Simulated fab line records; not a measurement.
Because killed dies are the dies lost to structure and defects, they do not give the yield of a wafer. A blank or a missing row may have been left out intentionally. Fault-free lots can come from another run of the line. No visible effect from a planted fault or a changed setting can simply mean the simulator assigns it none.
fab line records | flow n5Finfet
record: lots: 7 wafers: 21 lastDay: 21
route steps=1938 shown BEOL_M9@1431
lots untouched by any fault: they come from a run of this same line in which no faults occurred
startH: start of the lot's first displayed wafer, in hours after the record's first day | waitH: hours elapsed since this lot's preceding step | " repeats the value in the row above | L1.1+2: a row that stands for several wafers | - no value present, or no start provided | * or withheld: withheld | < > ~ a bound
route shown NAME@n: NAME is a module with steps in the file, n the number in the route of the first one | usual: the fault-free wafers' mean and standard deviation | same: alike in all rows | chamber/n: place in a boat | sites: per-site readings | _std_site: the values' standard deviation | _edge_site: the outer-site mean with the inner-site mean subtracted | radiusMm: how far each site lies from the wafer's centre | mask NAME#n: copy n | behind: the tool/chamber that last shaped the wafer | hold: why the lot was held/for how many hours/how that ended | device: whichever transistor did not switch (one of n, p or np) | end of line: the tests these same wafers got at the end of their route | for a step that has no rows: nothing shown but its recipe | killed: at the first sort, the dies lost to defects and structure; wafer yield is something else | map: a wafer's dies, x killed, . not, _ none there
set.NAME: the setting the step ran with; set.NAME@STEP: the setting that earlier step ran with | model.NAME: the simulator's own value behind a step, which no gauge read
a table for each step, a row for each wafer; lots at some steps of the route
services: when a tool's chamber went out of use (startH, in hours from the record's first day, below 0 if earlier), for how many hours, and the reason
== steps ==
step: N5_BEOL_M9_EXPOSE_25
recipe: maskId: V8 na: 0.33 sourceShape: annular sigmaInner: 0.4 sigmaOuter: 0.8 polarization: unpolarized doseMj: 37.25
step: N5_BEOL_M9_PEB_26
recipe: pebTempC: 100 pebTimeS: 60 resist: CAR-EUV
step: N5_BEOL_M9_DEVELOP_27
recipe: developTimeS: 30 developer: TMAH resist: CAR-EUV rinseLiquid: surfactantRinse dry: airSpin devTempC: 23
step: N5_BEOL_M9_CD_MEAS_28
recipe: targetCdNm: 70 landingEnergyEv: 500 detector: seInlens polarity: opening
usual: cdNm: 70.09/0.23
columns lot.wafer tool chamber startH waitH cdNm
L618.1 cdSem-03 0 259.71 - 69.78
L618.3 " 0 " " 70.13
L618.6 " 0 " " 69.99
L627.1 cdSem-03 0 360.49 - 70.10
L627.2 " 0 " " 69.83
L627.3 " 0 " " 70.35
L628.3 cdSem-03 0 371.84 - 69.88
L628.4 " 0 " " 70.12
L628.5 " 0 " " 69.91
L630.1 cdSem-01 0 388.74 - 69.94
L630.3 " 0 " " 69.73
L630.5 " 0 " " 69.88
L640.1 cdSem-03 0 418.20 - 70.24
L640.2 " 0 " " 70.66
L640.6 " 0 " " 69.90
L638.1 cdSem-01 0 418.24 - 69.89
L638.2 " 0 " " 70.30
L638.3 " 0 " " 69.92
L639.1 cdSem-01 0 450.90 - 70.09
L639.2 " 0 " " 70.07
L639.5 " 0 " " 70.47
step: N5_BEOL_M9_OVL_MEAS_29
recipe: pointsPerWafer: 522
usual: V8_OVL: -0.3/0.7
columns lot.wafer tool chamber startH waitH V8_OVL[nm]
L618.1 overlay-01 0 259.74 0.0 0.0
L618.3 " 0 " " 1.1
L618.6 " 0 " " 0.8
L627.1 overlay-02 0 360.52 0.0 -0.1
L627.2 " 0 " " -0.4
L627.3 " 0 " " -0.3
L628.3 overlay-02 0 371.88 0.0 0.2
L628.4 " 0 " " 0.0
L628.5 " 0 " " 0.3
L630.1 overlay-01 0 388.77 0.0 0.5
L630.3 " 0 " " 0.1
L630.5 " 0 " " -0.3
L640.1 overlay-01 0 418.23 0.0 -0.3
L640.2 " 0 " " 1.0
L640.6 " 0 " " 0.1
L638.1 overlay-02 0 418.27 0.0 -1.0
L638.2 " 0 " " -0.2
L638.3 " 0 " " -1.0
L639.1 overlay-01 0 450.93 0.0 -0.6
L639.2 " 0 " " -0.2
L639.5 " 0 " " -0.4
step: N5_BEOL_M9_INSPECT_30
recipe: mode: adi inspectInstrument: brightfield
usual: rawDefectCount: 401/90
columns lot.wafer tool chamber startH waitH rawDefectCount
L618.1 defectInspect-01 - 259.80 0.1 311
L618.3 " - " " 423
L618.6 " - " " 470
L627.1 defectInspect-02 - 360.57 0.1 400
L627.2 " - " " 396
L627.3 " - " " 503
L628.3 defectInspect-02 - 371.93 0.0 438
L628.4 " - " " 389
L628.5 " - " " 342
L630.1 defectInspect-01 - 388.83 0.1 369
L630.3 " - " " 375
L630.5 " - " " 281
L640.1 defectInspect-02 - 418.28 0.1 333
L640.2 " - " " 383
L640.6 " - " " 313
L638.1 defectInspect-02 - 418.33 0.1 510
L638.2 " - " " 512
L638.3 " - " " 676
L639.1 defectInspect-02 - 450.99 0.1 335
L639.2 " - " " 540
L639.5 " - " " 518
step: N5_BEOL_M9_DESCUM_33
recipe: chemistry: O2 timeS: 7 sourcePowerW: 50 biasPowerW: 20 pressureMtorr: 20 rfFrequencyHz: 2.712e+07 tempC: 40 resist: CAR-EUV o2FlowSccm: 225
usual: drypumpMotorCurrentA: 5.8/0.35 oesProductAu: 0.81/0.066 rfVppV: 243.3/1.4 showerheadPlenumPTorr: 2.10/0.071 throttleValvePct: 20.41/0.2
columns lot.wafer tool chamber startH waitH drypumpMotorCurrentA oesProductAu rfHoursCounterH rfVppV showerheadPlenumPTorr throttleValvePct
L618.1 rieDiel-06 2 259.83 0.0 5.5 0.78 128 244.7 2.10 20.37
L618.3 " 0 " " 6.5 0.75 167 244.1 2.18 20.45
L618.6 " 3 " " 5.8 0.67 - 241.8 1.97 20.29
L627.1 rieDiel-01 2 360.74 0.2 5.7 0.77 115 244.1 2.11 20.71
L627.2 " 0 " " 5.4 0.85 58 242.6 2.04 20.43
L627.3 " 1 " " 5.6 0.90 25 244.3 2.23 20.39
L628.3 rieDiel-01 0 371.96 0.0 5.4 0.85 60 241.8 2.04 20.44
L628.4 " 3 " " 6.0 0.84 77 244.0 2.12 20.35
L628.5 " 2 " " 5.7 0.77 - 242.6 2.11 20.70
L630.1 rieDiel-01 1 388.86 0.0 5.6 0.89 31 245.1 2.22 20.40
L630.3 " 2 " " 5.7 0.77 121 242.3 2.10 20.71
L630.5 " 2 " " 5.7 0.78 - 243.7 2.10 20.70
L640.1 rieDiel-06 0 418.32 0.0 6.5 0.72 201 244.4 2.17 20.49
L640.2 " 1 " " 6.2 0.86 62 242.9 2.04 20.52
L640.6 " 3 " " 5.9 0.91 - 245.5 2.22 19.96
L638.1 rieDiel-03 2 418.36 0.0 5.9 0.76 115 243.5 2.10 20.45
L638.2 " 3 " " 6.2 0.75 161 241.4 2.00 20.29
L638.3 " 1 " " 5.2 0.90 23 242.4 2.14 19.93
L639.1 rieDiel-01 0 451.02 0.0 5.4 0.82 82 242.6 2.03 20.49
L639.2 " 2 " " 5.7 0.76 141 244.2 2.10 20.74
L639.5 " 3 " " 6.1 0.81 - 244.0 2.11 20.40
step: N5_BEOL_M9_ETCH_76
recipe: chemistry: N2/H2 target: underlayer targetDepthA: 65 maskMaterial: CAR-EUV timeS: 5.2 ionEnergyEv: 200 pressureMtorr: 30 sourceW: 840 biasW: 150 n2FlowSccm: 200 h2FlowSccm: 200 ends: cleared
usual: drypumpMotorCurrentA: 5.8/0.36 etchRfOnTimeS: 5.19/0.073 oesProductAu: 0.69/0.055 rfFwdPowerW: 819.3/2.2 rfVppV: 524.2/2.5 showerheadPlenumPTorr: 2.56/0.085 throttleValvePct: 17.84/0.19
columns lot.wafer tool chamber startH waitH drypumpMotorCurrentA etchRfOnTimeS oesProductAu rfFwdPowerW rfHoursCounterH rfVppV showerheadPlenumPTorr throttleValvePct
L618.1 rieDiel-06 2 259.86 0.0 5.5 5.14 0.68 817.8 128 524.6 2.56 17.72
L618.3 " 0 " " 6.5 5.27 0.64 818.0 167 525.8 2.64 17.92
L618.6 " 3 " " 5.8 5.25 0.57 818.0 - 520.0 2.40 17.80
L627.1 rieDiel-01 2 360.78 0.0 5.7 5.32 0.65 818.5 115 524.6 2.56 18.15
L627.2 " 0 " " 5.4 5.22 0.71 816.1 58 521.7 2.48 17.86
L627.3 " 1 " " 5.6 5.27 0.76 819.0 25 528.5 2.71 17.87
L628.3 rieDiel-01 0 372.00 0.0 5.4 5.16 0.71 818.4 60 524.2 2.48 17.87
L628.4 " 3 " " 6.1 5.09 0.72 817.5 77 526.7 2.58 17.80
L628.5 " 2 " " 5.7 5.28 0.65 821.2 - 524.8 2.56 18.16
L630.1 rieDiel-01 1 388.90 0.0 5.7 5.18 0.77 817.9 31 528.7 2.71 17.89
L630.3 " 2 " " 5.7 5.22 0.65 821.7 121 525.8 2.56 18.18
L630.5 " 2 " " 5.7 5.21 0.65 818.7 - 524.3 2.56 18.17
L640.1 rieDiel-06 0 418.35 0.0 6.5 5.30 0.62 819.9 201 526.8 2.63 17.97
L640.2 " 1 " " 6.3 5.19 0.73 814.6 62 523.3 2.48 17.94
L640.6 " 3 " " 5.8 5.22 0.77 819.8 - 528.7 2.71 17.39
L638.1 rieDiel-03 2 418.39 0.0 5.9 5.15 0.66 820.0 115 524.9 2.56 17.94
L638.2 " 3 " " 6.2 5.23 0.64 822.2 161 521.2 2.43 17.70
L638.3 " 1 " " 5.2 5.12 0.78 820.2 23 526.1 2.60 17.41
L639.1 rieDiel-01 0 451.06 0.0 5.4 5.11 0.70 819.1 82 520.4 2.47 17.89
L639.2 " 2 " " 5.7 5.23 0.65 819.8 141 523.2 2.55 18.20
L639.5 " 3 " " 6.1 5.01 0.70 817.8 - 524.4 2.57 17.82
step: N5_BEOL_M9_ETCH_65
recipe: chemistry: CF4 target: SiARC targetDepthA: 156 maskMaterial: CAR-EUV timeS: 26 ionEnergyEv: 80 pressureMtorr: 40 sourceW: 545 biasW: 36 Ar_flow_sccm: 100 cf4FlowSccm: 100 ends: cleared
usual: drypumpMotorCurrentA: 5.8/0.35 etchRfOnTimeS: 25.9/0.37 oesProductAu: 0.69/0.056 rfFwdPowerW: 531.9/1.7 rfVppV: 184.2/1.2 showerheadPlenumPTorr: 2.15/0.066 throttleValvePct: 15.58/0.19
columns lot.wafer tool chamber startH waitH drypumpMotorCurrentA etchRfOnTimeS oesProductAu rfFwdPowerW rfHoursCounterH rfVppV showerheadPlenumPTorr throttleValvePct
L618.1 rieDiel-06 2 259.88 0.0 5.5 25.6 0.68 532.7 128 184.8 2.15 15.56
L618.3 " 0 " " 6.5 26.2 0.64 529.0 167 185.2 2.22 15.60
L618.6 " 3 " " 5.8 26.2 0.58 534.5 - 181.8 2.02 15.57
L627.1 rieDiel-01 2 360.79 0.0 5.7 26.3 0.65 532.9 115 183.8 2.16 15.87
L627.2 " 0 " " 5.4 26.0 0.72 531.3 58 182.3 2.09 15.60
L627.3 " 1 " " 5.6 26.2 0.77 531.9 25 185.5 2.27 15.50
L628.3 rieDiel-01 0 372.01 0.0 5.4 25.8 0.72 531.9 60 182.2 2.09 15.61
L628.4 " 3 " " 6.1 25.2 0.72 530.5 77 184.0 2.16 15.50
L628.5 " 2 " " 5.7 26.2 0.66 534.2 - 184.2 2.16 15.89
L630.1 rieDiel-01 1 388.91 0.0 5.6 26.1 0.76 533.9 31 185.5 2.27 15.50
L630.3 " 2 " " 5.7 26.2 0.65 533.6 121 185.1 2.15 15.89
L630.5 " 2 " " 5.7 26.5 0.65 532.0 - 182.9 2.15 15.88
L640.1 rieDiel-06 0 418.37 0.0 6.5 26.5 0.62 533.1 201 184.6 2.21 15.69
L640.2 " 1 " " 6.3 26.0 0.73 533.3 62 183.1 2.09 15.68
L640.6 " 3 " " 5.8 25.9 0.77 532.9 - 184.9 2.27 15.10
L638.1 rieDiel-03 2 418.41 0.0 5.9 25.9 0.66 532.1 115 183.4 2.16 15.66
L638.2 " 3 " " 6.2 26.2 0.65 530.1 161 183.7 2.05 15.57
L638.3 " 1 " " 5.2 26.1 0.78 533.1 23 184.3 2.18 15.13
L639.1 rieDiel-01 0 451.07 0.0 5.4 26.1 0.70 530.2 82 183.4 2.08 15.66
L639.2 " 2 " " 5.7 26.6 0.64 530.8 141 184.7 2.15 15.91
L639.5 " 3 " " 6.1 25.4 0.70 533.4 - 184.0 2.16 15.55
step: N5_BEOL_M9_ETCH_66
recipe: chemistry: N2/H2 target: SOC targetDepthA: 800 overetchA: 160 maskMaterial: SiARC tempC: 40 timeS: 120 ionEnergyEv: 200 pressureMtorr: 30 sourceW: 840 biasW: 150 n2FlowSccm: 200 h2FlowSccm: 200
usual: drypumpMotorCurrentA: 5.8/0.35 oesProductAu: 0.62/0.048 rfFwdPowerW: 835.3/2.6 rfVppV: 524.2/2.5 showerheadPlenumPTorr: 2.56/0.085 throttleValvePct: 17.80/0.19
columns lot.wafer tool chamber startH waitH drypumpMotorCurrentA oesProductAu rfFwdPowerW rfHoursCounterH rfVppV showerheadPlenumPTorr throttleValvePct
L618.1 rieDiel-06 2 259.91 0.0 5.5 0.59 834.0 128 523.5 2.56 17.70
L618.3 " 0 " " 6.5 0.58 839.1 167 526.0 2.64 17.87
L618.6 " 3 " " 5.8 0.52 833.1 - 519.5 2.40 17.76
L627.1 rieDiel-01 2 360.82 0.0 5.7 0.59 835.1 115 524.8 2.56 18.10
L627.2 " 0 " " 5.4 0.64 836.9 58 520.6 2.48 17.79
L627.3 " 1 " " 5.6 0.70 838.6 26 527.4 2.71 17.85
L628.3 rieDiel-01 0 372.04 0.0 5.4 0.64 838.2 60 521.6 2.48 17.80
L628.4 " 3 " " 6.1 0.64 836.4 77 525.4 2.58 17.71
L628.5 " 2 " " 5.7 0.59 834.7 - 524.3 2.56 18.10
L630.1 rieDiel-01 1 388.94 0.0 5.6 0.68 837.7 31 528.8 2.71 17.84
L630.3 " 2 " " 5.7 0.59 838.3 121 525.2 2.56 18.10
L630.5 " 2 " " 5.7 0.59 834.5 - 523.8 2.56 18.13
L640.1 rieDiel-06 0 418.40 0.0 6.5 0.56 835.7 201 526.4 2.62 17.93
L640.2 " 1 " " 6.3 0.65 840.3 62 522.1 2.48 17.89
L640.6 " 3 " " 5.8 0.68 836.4 - 531.3 2.71 17.36
L638.1 rieDiel-03 2 418.44 0.0 5.9 0.59 839.8 115 525.6 2.56 17.90
L638.2 " 3 " " 6.2 0.58 835.6 161 521.0 2.43 17.67
L638.3 " 1 " " 5.2 0.71 835.1 23 525.5 2.60 17.36
L639.1 rieDiel-01 0 451.10 0.0 5.4 0.62 832.6 82 521.2 2.47 17.86
L639.2 " 2 " " 5.7 0.58 831.9 142 523.5 2.55 18.15
L639.5 " 3 " " 6.1 0.62 836.9 - 524.7 2.57 17.74
step: N5_BEOL_M9_STRIP_69
recipe: chemistry: N2/H2 tempC: 40 n2FlowSccm: 200 h2FlowSccm: 200 rfFrequencyHz: 6e+07
step: N5_BEOL_M9_STRIP_77
recipe: chemistry: N2/H2 tempC: 40 n2FlowSccm: 200 h2FlowSccm: 200 rfFrequencyHz: 6e+07
step: N5_BEOL_M9_VIA_ETCH_34
recipe: chemistry: C4F6/O2 target: SiCOH_lowk targetDepthA: 1824 maskMaterial: SOC taperDeg: 4 timeS: 68.4 ionEnergyEv: 250 pressureMtorr: 30 sourceW: 345 biasW: 185 Ar_flow_sccm: 300 C4F6_flow_sccm: 10 O2_flow_sccm: 10
usual: drypumpMotorCurrentA: 5.8/0.35 oes_f_703_au: 0.81/0.063 oes_o_777_au: 0.81/0.061 oesProductAu: 0.81/0.066 rfFwdPowerW: 341.7/1.3 rfVppV: 663/7.6 showerheadPlenumPTorr: 2.86/0.089 throttleValvePct: 20.89/0.19
columns lot.wafer tool chamber startH waitH drypumpMotorCurrentA oes_f_703_au oes_o_777_au oesProductAu rfFwdPowerW rfHoursCounterH rfVppV showerheadPlenumPTorr throttleValvePct model.etch.depthNm model.SOC_of_BEOL_M9_COAT_63.thkNm
L618.1 rieDiel-06 2 260.01 0.0 5.5 0.78 0.80 0.77 338.7 128 662 2.87 20.88 180.7 50.8
L618.3 " 0 " " 6.5 0.75 0.76 0.75 341.3 167 670 2.95 20.88 176.4 51.2
L618.6 " 3 " " 5.8 0.68 0.68 0.67 340.6 - 655 2.69 20.79 177.6 51
L627.1 rieDiel-01 2 360.92 0.0 5.7 0.54 0.57 0.73 260.1 115 773 2.86 21.14 164 52
L627.2 " 0 " " 5.4 0.59 0.63 0.79 259.3 58 758 2.78 20.96 167.1 51.8
L627.3 " 1 " " 5.6 0.64 0.67 0.84 260.2 26 771 3.02 20.86 166 51.8
L628.3 rieDiel-01 0 372.14 0.0 5.4 0.58 0.62 0.79 257.1 60 757 2.78 20.96 167.7 52
L628.4 " 3 " " 6.1 0.62 0.64 0.79 259.5 77 749 2.87 20.76 167.8 51.8
L628.5 " 2 " " 5.7 0.55 0.57 0.73 259.3 - 772 2.86 21.14 164.2 51.8
L630.1 rieDiel-01 1 389.04 0.0 5.6 0.64 0.65 0.83 258.4 32 769 3.02 20.86 162.8 52.2
L630.3 " 2 " " 5.7 0.54 0.56 0.71 261.0 121 772 2.86 21.15 163.2 52.2
L630.5 " 2 " " 5.7 0.54 0.57 0.72 260.0 - 771 2.86 21.17 163.2 52.2
L640.1 rieDiel-06 0 418.50 0.0 6.5 0.73 0.73 0.73 342.6 201 669 2.94 20.93 180.1 51.2
L640.2 " 1 " " 6.2 0.87 0.87 0.85 341.1 62 653 2.78 21.01 182.4 51.2
L640.6 " 3 " " 5.8 0.89 0.89 0.91 341.3 - 665 3.02 20.44 184.2 51
L638.1 rieDiel-03 2 418.54 0.0 5.9 0.79 0.78 0.76 341.3 115 656 2.87 20.96 181.2 51
L638.2 " 3 " " 6.2 0.76 0.76 0.74 342.5 161 654 2.73 20.79 179.1 51.2
L638.3 " 1 " " 5.2 0.91 0.90 0.92 341.8 23 673 2.90 20.43 181.3 51.2
L639.1 rieDiel-01 0 451.20 0.0 5.4 0.80 0.80 0.81 342.0 82 658 2.77 20.99 183.3 51
L639.2 " 2 " " 5.7 0.74 0.74 0.75 343.1 142 671 2.85 21.19 182.6 51.2
L639.5 " 3 " " 6.1 0.82 0.83 0.82 341.9 - 652 2.86 20.82 185.6 50.8
step: N5_BEOL_M9_STRIP_73
recipe: chemistry: C4F6/O2 resist: SiARC rfFrequencyHz: 6e+07
== services ==
columns tool chamber startH hours kind
rieDiel-01 2 254.21 11.8 repair
rieDiel-06 3 270.58 2.7 repair
rieDiel-03 1 291.71 - clean
rieDiel-03 1 291.71 - consumableReplace:focusRing
rieDiel-03 1 291.71 26.1 scheduledDown
rieDiel-03 1 291.71 26.1 ventCycle
rieDiel-06 3 293.02 - clean
rieDiel-06 3 293.02 - consumableReplace:focusRing
rieDiel-06 3 293.02 - consumableReplace:showerhead
rieDiel-06 3 293.02 24.9 scheduledDown
rieDiel-06 3 293.02 24.9 ventCycle
rieDiel-01 0 323.77 1.3 repair
rieDiel-01 - 424.75 0.6 repair
== key ==
firstSign: step: N5_BEOL_M9_VIA_ETCH_34 reading: rfFwdPowerW direction: down sigmas: 65 usual: * struck: *
effect: step: N5_BEOL_M9_VIA_ETCH_34 reading: rfVppV direction: up sigmas: 14 usual: 663 struck: 766
modelEffect: step: N5_BEOL_M9_VIA_ETCH_34 value: etch.depthNm without: 183.6 struck: 165.1
metAt N5_BEOL_M9_VIA_ETCH_34
struckWafers L627.1,L627.2,L627.3,L628.3,L628.4,L628.5,L630.1,L630.3,L630.5
fault: kind: processParameterDrift tool: rieDiel-01 chamber: - onsetH: 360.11 steps: N5_BEOL_M9_VIA_ETCH_34 channel: sourceW offset: -82.8 shape: step endH: 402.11 actsIn: theseRecipesOnly stated: 345
